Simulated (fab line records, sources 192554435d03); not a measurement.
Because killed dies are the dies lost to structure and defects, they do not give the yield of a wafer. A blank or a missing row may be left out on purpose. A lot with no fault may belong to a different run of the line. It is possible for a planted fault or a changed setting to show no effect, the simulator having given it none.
A struck lot beside a sound one -- flow n5Finfet -- 39 out of 1938 route steps
Sound: the wafers L428.1, L428.2, L428.6. The struck wafers were L441.4, L441.5, L441.6. The cause is named last.
At each step with rows: each side's tool, then ch and its chambers, then its first start. Under that, the readings that differ: sound wafers -- struck wafers -- difference of the means -- sigmas: that difference in standard deviations of wafers without a fault.
alike: same words and numbers on both sides, and readings whose means sit less than 2 such deviations apart. not compared: any withheld reading, any reading some wafer has no value for, any bound like >300 that may hide the same value, and any number with overlapping values for which the record gives no deviation.
Wherever a step has rows on one side only, a row that says differs or no value, or a row with sigmas, the two part there. Non-overlapping numbers with no deviation appear without sigmas and do not part them. Lack of a reading on every wafer of one side parts them only where that side has two or more wafers.

first, 10 steps without rows for these wafers: N5_DUMMY_REMOVAL_HM_STRIP_01 (strips SiNx in CH3F/O2, stops on poly-Si, target depth 4 nm, time 6.8 s); N5_DUMMY_REMOVAL_STRIP_10 (strips in N2/H2, time 40 s); N5_DUMMY_REMOVAL_PRECLEAN_07 (cleans in dHF, time 30 s); N5_DUMMY_REMOVAL_DUMMY_REMOVE_02 (chemistry TMAH, target poly-Si, stops on SiO2, target depth 142 nm, time 57 s, rinse time 30 s); N5_DUMMY_REMOVAL_PRECLEAN_08 (cleans in NF3:NH3, afs cycles 2, time 20 s, sublimation time 60 s); N5_DUMMY_REMOVAL_PRECLEAN_04 (cleans in DHF, time 37 s); N5_DUMMY_REMOVAL_SRD_05 (time 30 s); N5_HKMG_FIN_IL_REGROW_00 (material SiO2, chemistry O3, target thk 0.75 nm, time 30 s); N5_HKMG_FIN_HK_ALD_01 (deposits HfO2, target thk 1.6 nm, pulse time 3 s, purge time 3 s); N5_HKMG_FIN_HK_ANNEAL_02 (time 30 s).
N5_HKMG_FIN_ALD_74: deposits La2O3, target thk 0.5 nm, pulse time 6 s, co reactant pulse time 1 s.
  sound on aldHk-03 ch 0,1, day 5 16:38; struck on aldHk-03 ch 2,3, day 8 11:29
  no value came back on the struck wafers for any of 5 readings (coReactantPulseTimeS (s), coReactantPurgeTimeS (s) and others); on the sound wafers coReactantPulseTimeS (s) reads 1 1 1
then, 26 steps without rows for these wafers: N5_HKMG_FIN_ALD_75 (deposits Al2O3, target thk 1 nm, co reactant pulse time 1 s); N5_HKMG_FIN_COAT_41 (time 60 s, resist thk 300 nm); N5_HKMG_FIN_COAT_42 (time 60 s, resist thk 35 nm); N5_HKMG_FIN_COAT_43 (resist thk 90 nm); N5_HKMG_FIN_EBR_45; N5_HKMG_FIN_SOFTBAKE_44 (time 60 s); N5_HKMG_FIN_EXPOSE_46 (exposes mask NDIPOLE); N5_HKMG_FIN_PEB_47 (peb time 60 s); N5_HKMG_FIN_DEVELOP_48 (develop time 30 s); N5_HKMG_FIN_DESCUM_53 (chemistry O2, time 7.9 s); N5_HKMG_FIN_ETCH_54 (etches SiARC in CF4, target depth 45.5 nm, time 75.8 s); N5_HKMG_FIN_ETCH_55 (etches SOC in N2/H2, target depth 240 nm, time 300 s); N5_HKMG_FIN_STRIP_56 (strips in N2/H2); N5_HKMG_FIN_STRIP_57 (strips in CF4); N5_HKMG_FIN_ETCH_58 (etches SOC in N2/H2, target depth 215.8 nm, time 741 s); N5_HKMG_FIN_STRIP_93 (strips SOC in N2/H2, time 20 s); N5_HKMG_FIN_WET_ETCH_76 (etches Al2O3 in dNH4OH, stops on La2O3, target depth 2.25 nm, rinse time 30 s); N5_HKMG_FIN_STRIP_60 (strips in N2/H2, time 360 s); N5_HKMG_FIN_WET_ETCH_77 (etches La2O3 in dHCl, stops on HfO2, target depth 2 nm); N5_HKMG_FIN_WET_ETCH_78 (etches Al2O3 in dNH4OH, stops on La2O3, target depth 4.5 nm, rinse time 30 s); N5_HKMG_FIN_ALD_79 (deposits TiN, target thk 1.5 nm, pulse time 1 s, purge time 3 s); N5_HKMG_FIN_CVD_62 (deposits a-Si from Si2H6, target thk 3 nm, time 20.8 s); N5_HKMG_FIN_RTA_80 (time 2 s); N5_HKMG_FIN_PRECLEAN_64 (cleans in dHF, time 30 s); N5_HKMG_FIN_WET_ETCH_65 (etches a-Si in TMAH, stops on TiN, time 49 s, target depth 3 nm); N5_HKMG_FIN_WET_ETCH_81 (etches TiN in SC1, stops on HfO2, time 57 s, target depth 6 nm).
-- a jump in the record: the struck wafers' starts before and after are 4 days apart (it breaks off in module HKMG_FIN and resumes in module BEOL_M4, where the first step shown is number 1111 of the route) --
N5_BEOL_M4_RC_MEAS_101:
  sound on prober-02 ch 0, day 9 22:19; struck on prober-02 ch 0, day 12 20:25
reading,sound,struck,difference,sigmas
IOFF_P (nA/um),0.27 0.25 0.26,55.73 41.95 52.98,+49.96,+99 or more
IOFF_P_85C (nA/um),4.6 4.3 4.3,402.3 310.6 377.2,+359.0,+99 or more
IOFF_P_LIN (nA/um),0.118 0.111 0.112,23.999 19.782 23.085,+22.175,+99 or more
IOFF_P_LONG (nA/um),0.000104 0.000106 0.000102,0.021021 0.021575 0.020906,+0.021063,+99 or more
ION_P (uA/um),464 472 461,659 663 657,+194,+28
VT_N_LVT (mV),92 95 92,249 249 246,+155,+50
VT_P (mV),-248.9 -247.6 -245.5,-95.8 -97.7 -95.4,+151.0,+54
VT_P_LONG (mV),-277 -274 -276,-122 -122 -123,+153,+48
  alike: DIBL_N, DIBL_P, IOFF_N, ION_N, SS_N, SS_P, VT_N
-- record jumps: 4 days separate the struck wafers' starts on either side; left off in module BEOL_M4, taken up again in module PASSIVATION, whose first shown step is the route's number 1936 --
N5_PASSIVATION_PROBE_49:
  sound: prober-01 at day 14 05:02; struck: prober-01 at day 17 06:20
reading,sound,struck,difference,sigmas
sort_bin_4_leakage (%),0 0 0,91.61 91.44 92.63,+91.89,
sortNPass,1095 1099 1081,0 0 0,-1092,-61
sortYieldPct (%),92.8 93.1 91.6,0 0 0,-92,-62
  alike: defectLimitedYield, killed_at_M0_to_M3, killed_at_M4_up, killedAtContacts, killedAtFrontEnd, killedAtOther, killedDies, killedOpen, killedShort, sort_bin_5_function, sort_bin_6_memory

## WHERE THEY PART
Last at N5_PASSIVATION_PROBE_49 as far as this record goes, first at N5_HKMG_FIN_ALD_74.

WHY: whatever the simulator had introduced
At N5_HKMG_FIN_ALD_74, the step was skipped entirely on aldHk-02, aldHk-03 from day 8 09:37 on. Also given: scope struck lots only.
